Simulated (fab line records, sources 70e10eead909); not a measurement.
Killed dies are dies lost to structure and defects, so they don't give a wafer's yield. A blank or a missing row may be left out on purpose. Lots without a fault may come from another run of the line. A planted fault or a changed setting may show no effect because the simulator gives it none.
fab line records | flow nand_harc
record lots=13 wafers=39 last_day=24
route steps=1159 shown A_CHANNEL_HOLE_D1@470 A_CHANNEL_FILL_D1@496
lots that met no fault: from a run of the same line without faults
start_h: hours from the record's first day to the start of the lot's first wafer shown | wait_h: hours since the lot's step before | " the same as in the row above | L1.1+2: a row that stands for several wafers | - no value, or no start given | * or withheld: withheld | < > ~ a bound
route shown NAME@n: a module of which the file shows steps, and the number in the route of the first | usual: mean/standard deviation of fault-free wafers | same: alike in all rows | chamber/n: place in a boat | sites: the reading at each site | _std_site: their standard deviation | _edge_site: outer sites' mean less inner sites' | radius_mm: how far each site lies from the wafer's centre | mask NAME#n: copy n | behind: the tool/chamber that last shaped the wafer | hold: why the lot was held/for how many hours/how that ended | device: the transistor (n, p or np) that didn't switch | end of line: the same wafers' tests at the end of the route | a step without rows: its recipe alone | killed: dies lost to structure and defects at the first sort, not the wafer's yield | map: a wafer's dies, x killed, . not, _ none there
set.NAME: the setting as run; set.NAME@STEP: as run at that earlier step | model.NAME: the simulator's own value behind a step, which no gauge read
steps of the route over a sample of lots; a table a step, a row a wafer
services: from which hour (start_h, from the record's first day; less than 0 if before it) a tool's chamber was out of use, for how many hours, and why
## steps
# step NHARC_A_CHANNEL_HOLE_D1_CD_MEAS_18
# usual cd_nm=99.3/1.5
# columns lot.wafer tool chamber start_h wait_h cd_nm
L202.1 cd_sem-02 - 174.54 - 99.8
L202.3 " - " " 98.7
L202.4 " - " " 100.2
L201.1 cd_sem-03 - 179.36 - 98.1
L201.2 " - " " 98.2
L201.3 " - " " 98.5
L204.2 cd_sem-02 - 188.64 - 97.9
L204.5 " - " " 98.2
L204.6 " - " " 97.1
L203.3 cd_sem-03 - 188.96 - 98.9
L203.5 " - " " 101.9
L203.6 " - " " 98.2
L205.1 cd_sem-03 - 194.72 - 99.3
L205.4 " - " " 97.8
L205.5 " - " " 99.5
L206.2 cd_sem-02 - 196.65 - 97.9
L206.3 " - " " 98.1
L206.4 " - " " 97.9
L207.2 cd_sem-03 - 218.09 - 99.6
L207.3 " - " " 99.7
L207.4 " - " " 98.5
L209.2 cd_sem-01 - 221.15 - 98.5
L209.3 " - " " 97.6
L209.4 " - " " 99.2
L210.1 cd_sem-02 - 229.47 - 97.9
L210.2 " - " " 97.3
L210.4 " - " " 101.4
L213.3 cd_sem-03 - 255.38 - 96.6
L213.4 " - " " 99.8
L213.6 " - " " 99.6
L216.2 cd_sem-03 - 261.90 - 98.3
L216.3 " - " " 101.1
L216.4 " - " " 101.0
L219.1 cd_sem-02 - 282.99 - 96.5
L219.2 " - " " 100.4
L219.6 " - " " 98.9
L222.1 cd_sem-01 - 300.05 - 99.8
L222.4 " - " " 98.3
L222.6 " - " " 99.9
# step NHARC_A_CHANNEL_HOLE_D1_ETCH_19
# recipe bias_v=1200 source_w=2500 pressure_mtorr=15 time_s=34.5 ar_flow_sccm=375 c4f8_flow_sccm=28.8 o2_flow_sccm=96.2 temp_c=-20 target_depth_a=* chemistry=C4F8/O2/Ar
# usual chamber_pressure_mTorr=14.999/0.014 drypump_motor_current_A=5.8/0.34 o2_flow_sccm=96.27/0.29 showerhead_plenum_p_Torr=3.82/0.12 throttle_valve_pct=37.040/0.0086
# columns lot.wafer tool chamber start_h wait_h chamber_pressure_mTorr drypump_motor_current_A o2_flow_sccm rf_hours_counter_h showerhead_plenum_p_Torr throttle_valve_pct
L202.1 har_etch-01 1 174.73 0.2 15.003 5.4 96.57 185 3.88 37.049
L202.4 " 0 " " 14.996 5.5 96.11 - 3.64 37.032
L202.3 " 1 " " 15.010 5.4 96.34 - 3.88 37.032
L201.2 har_etch-01 1 179.44 0.1 15.002 5.4 96.35 188 3.87 37.048
L201.1 " 0 " " 14.978 5.5 95.91 188 3.63 37.044
L201.3 " 0 " " 15.002 5.5 96.56 - 3.63 37.051
L204.2 har_etch-01 0 188.73 0.1 15.007 5.5 95.80 192 3.63 37.041
L204.6 " 1 " " 15.029 5.4 96.52 - 3.87 37.025
L204.5 " 0 " " 14.985 5.6 95.46 - 3.63 37.050
L203.3 har_etch-02 0 189.06 0.1 15.007 5.9 96.13 - 3.92 37.038
L203.6 " 0 " " 15.000 5.9 96.29 - 3.92 37.035
L203.5 " 1 " " 14.974 6.3 96.49 - 3.92 37.032
L205.1 har_etch-02 0 194.87 0.1 15.030 5.9 96.13 109 3.92 37.038
L205.4 " 0 " " 14.989 5.9 95.91 - 3.92 37.041
L205.5 " 1 " " 14.998 6.3 95.74 - 3.92 37.040
L206.2 har_etch-01 1 196.72 0.1 14.980 5.4 96.64 199 3.87 37.034
L206.4 " 1 " " 14.990 5.4 96.33 - 3.87 37.035
L206.3 " 0 " " 15.006 5.6 95.70 - 3.63 37.024
L207.2 har_etch-01 0 218.16 0.1 14.979 5.5 95.79 205 3.62 37.038
L207.4 " 0 " " 14.984 5.5 95.87 - 3.62 37.041
L207.3 " 1 " " 14.997 5.4 96.41 - 3.86 37.034
L209.2 har_etch-02 1 223.40 2.2 14.998 6.3 96.50 120 3.91 37.038
L209.3 " 1 " " 14.979 6.3 96.44 - 3.91 37.047
L209.4 " 0 " " 15.016 5.9 96.48 - 3.91 37.024
L210.2 har_etch-01 1 229.54 0.1 15.011 5.4 96.41 212 3.86 37.033
L210.1 " 0 " " 15.008 5.6 96.21 212 3.62 37.036
L210.4 " 1 " " 14.997 5.4 96.50 - 3.86 37.042
L213.3 har_etch-01 0 257.72 2.3 15.010 5.5 95.96 - 3.61 37.050
L213.4 " 1 " " 15.012 5.4 96.54 - 3.85 37.051
L213.6 " 0 " " 15.006 5.5 95.94 - 3.62 37.039
L216.2 har_etch-02 1 263.29 1.4 15.009 6.3 96.07 138 3.90 37.033
L216.4 " 1 " " 14.997 6.3 96.16 - 3.90 37.043
L216.3 " 0 " " 15.005 5.9 96.30 - 3.90 37.047
L219.1 har_etch-01 0 283.07 0.1 14.984 5.5 96.16 233 3.61 37.038
L219.2 " 1 " " 14.984 5.4 95.76 233 3.85 37.048
L219.6 " 1 " " 14.993 5.4 95.72 - 3.85 37.029
L222.1 har_etch-02 0 300.14 0.1 15.028 5.8 96.12 154 3.89 37.036
L222.4 " 0 " " 14.998 5.9 96.05 - 3.90 37.045
L222.6 " 0 " " 14.976 5.9 96.00 - 3.89 37.037
# step NHARC_A_CHANNEL_HOLE_D1_CD_MEAS_30
# usual cd_nm=90.0/0.97
# columns lot.wafer tool chamber start_h wait_h cd_nm
L202.1 cd_sem-03 - 180.25 - 90.0
L202.3 " - " " 89.6
L202.4 " - " " 88.2
L201.1 cd_sem-02 - 184.92 - 90.0
L201.2 " - " " 89.1
L201.3 " - " " 90.2
L204.2 cd_sem-02 - 194.23 - 90.1
L204.5 " - " " 89.3
L204.6 " - " " 90.5
L203.3 cd_sem-02 - 194.54 - 89.8
L203.5 " - " " 89.0
L203.6 " - " " 89.9
L205.1 cd_sem-02 - 200.39 - 90.4
L205.4 " - " " 90.3
L205.5 " - " " 90.6
L206.2 cd_sem-01 - 202.40 - 88.9
L206.3 " - " " 88.6
L206.4 " - " " 90.6
L207.2 cd_sem-02 - 223.67 - 89.0
L207.3 " - " " 90.6
L207.4 " - " " 90.3
L209.2 cd_sem-01 - 228.93 - 89.3
L209.3 " - " " 90.3
L209.4 " - " " 89.8
L210.1 cd_sem-03 - 235.23 - 90.9
L210.2 " - " " 89.4
L210.4 " - " " 88.2
L213.3 cd_sem-02 - 263.19 - 90.4
L213.4 " - " " 90.9
L213.6 " - " " 89.8
L216.2 cd_sem-01 - 269.05 0.1 90.5
L216.3 " - " " 90.0
L216.4 " - " " 89.6
L219.1 cd_sem-03 - 288.59 - 89.5
L219.2 " - " " 90.0
L219.6 " - " " 88.7
L222.1 cd_sem-02 - 305.79 - 90.9
L222.4 " - " " 91.3
L222.6 " - " " 89.9
# step NHARC_A_CHANNEL_FILL_D1_ALD_16
# recipe target_thk_a=15 pulse_time_s=10 ald_cycles=15 temp_c=300 material=SiO2
# usual ald_cycles=15/0 heater_power_w=480/40 precursor_pulse_height_rel=1.000/0.019
# columns lot.wafer tool chamber start_h wait_h ald_cycles heater_power_w precursor_pulse_height_rel
L202.3 ald_hk-02 2 192.91 0.1 15 525 1.020
L202.4 " 3 " " 15 536 1.024
L202.1 " 0 " " 15 434 1.024
L201.3 ald_hk-04 2 198.09 0.0 15 489 1.007
L201.1 " 3 " " 15 563 0.996
L201.2 " 0 " " 15 490 0.994
L204.2 ald_hk-04 2 206.87 0.1 15 486 0.986
L204.5 " 0 " " 15 489 1.003
L204.6 " 1 " " 15 455 0.999
L203.3 ald_hk-04 2 207.01 0.2 15 489 1.003
L203.6 " 1 " " 15 455 1.036
L203.5 " 2 " " 15 500 1.012
L205.1 ald_hk-02 3 214.79 1.9 15 545 1.006
L205.4 " 2 " " 15 511 0.979
L205.5 " 3 " " 15 527 1.012
L206.2 ald_hk-02 1 214.95 2.0 15 487 1.032
L206.4 " 2 " " 15 512 0.978
L206.3 " 3 " " 15 524 1.037
L207.2 ald_hk-03 1 235.64 0.1 15 435 1.013
L207.4 " 2 " " 15 502 1.007
L207.3 " 0 " " 15 424 1.008
L209.3 ald_hk-04 0 241.55 0.0 15 489 0.966
L209.4 " 2 " " 15 496 0.999
L209.2 " 3 " " 15 563 0.974
L210.4 ald_hk-03 2 248.01 0.0 15 488 1.018
L210.2 " 0 " " 15 410 1.021
L210.1 " 1 " " 15 448 1.005
L213.4 ald_hk-03 2 275.56 0.1 17 498 0.994
L213.3 " 0 " " 15 412 1.009
L213.6 " 2 " " 15 505 0.981
L216.4 ald_hk-03 0 281.66 0.0 17 423 1.018
L216.3 " 1 " " 15 438 0.980
L216.2 " 3 " " 17 483 0.996
L219.2 ald_hk-03 2 301.19 0.1 17 494 1.023
L219.1 " 1 " " 15 445 0.979
L219.6 " 2 " " 15 506 0.993
L222.1 ald_hk-02 3 318.45 0.2 15 490 0.983
L222.4 " 0 " " 15 410 1.002
L222.6 " 1 " " 15 505 1.022
## services
# columns tool chamber start_h hours kind
ald_hk-03 0 156.24 - clean
ald_hk-03 1 156.24 - clean
ald_hk-03 2 156.24 - clean
ald_hk-03 3 156.24 - clean
ald_hk-04 - 186.00 10.0 pm
ald_hk-04 0 186.00 10.0 vent_cycle
ald_hk-04 1 186.00 10.0 vent_cycle
ald_hk-04 2 186.00 10.0 vent_cycle
ald_hk-04 3 186.00 10.0 vent_cycle
ald_hk-04 0 196.00 - clean
ald_hk-04 1 196.00 - clean
ald_hk-04 2 196.00 - clean
ald_hk-04 3 196.00 - clean
ald_hk-02 - 280.00 10.0 pm
ald_hk-02 0 280.00 10.0 vent_cycle
ald_hk-02 1 280.00 10.0 vent_cycle
ald_hk-02 2 280.00 10.0 vent_cycle
ald_hk-02 3 280.00 10.0 vent_cycle
ald_hk-02 0 290.00 - clean
ald_hk-02 1 290.00 - clean
ald_hk-02 2 290.00 - clean
har_etch-01 - 306.14 17.0 pm
har_etch-01 0 306.14 17.0 vent_cycle
har_etch-01 1 306.14 17.0 vent_cycle
## key
first_sign step=NHARC_A_CHANNEL_FILL_D1_ALD_16 reading=ald_cycles direction=up sigmas=99+ usual=15 struck=17
effect none on later readings
met_at NHARC_A_CHANNEL_FILL_D1_ALD_16
struck_lots L213,L216,L219
struck_wafers L213.4,L216.2,L216.4,L219.2
tester_left_out L213,L216,L219
not_acting_at NHARC_A_CHANNEL_HOLE_D1_CD_MEAS_18,NHARC_A_CHANNEL_HOLE_D1_ETCH_19,NHARC_A_CHANNEL_HOLE_D1_CD_MEAS_30
onset_between 248.01 275.56
fault kind=process_parameter_drift tool=ald_hk-03 chamber=- onset_h=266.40 steps=NHARC_A_CHANNEL_FILL_D1_ALD_16 channel=ald_cycles offset=2 shape=step end_h=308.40 scope=struck_wafers_only acts_in=these_recipes_only stated=15
# tester_left_out: of these lots the tester's yield and bins aren't shown, on N5 and GAA mostly nor the transistor test; their killed dies are dies lost to structure and defects alone, not to doping, threshold or leakage, so they don't give the yield
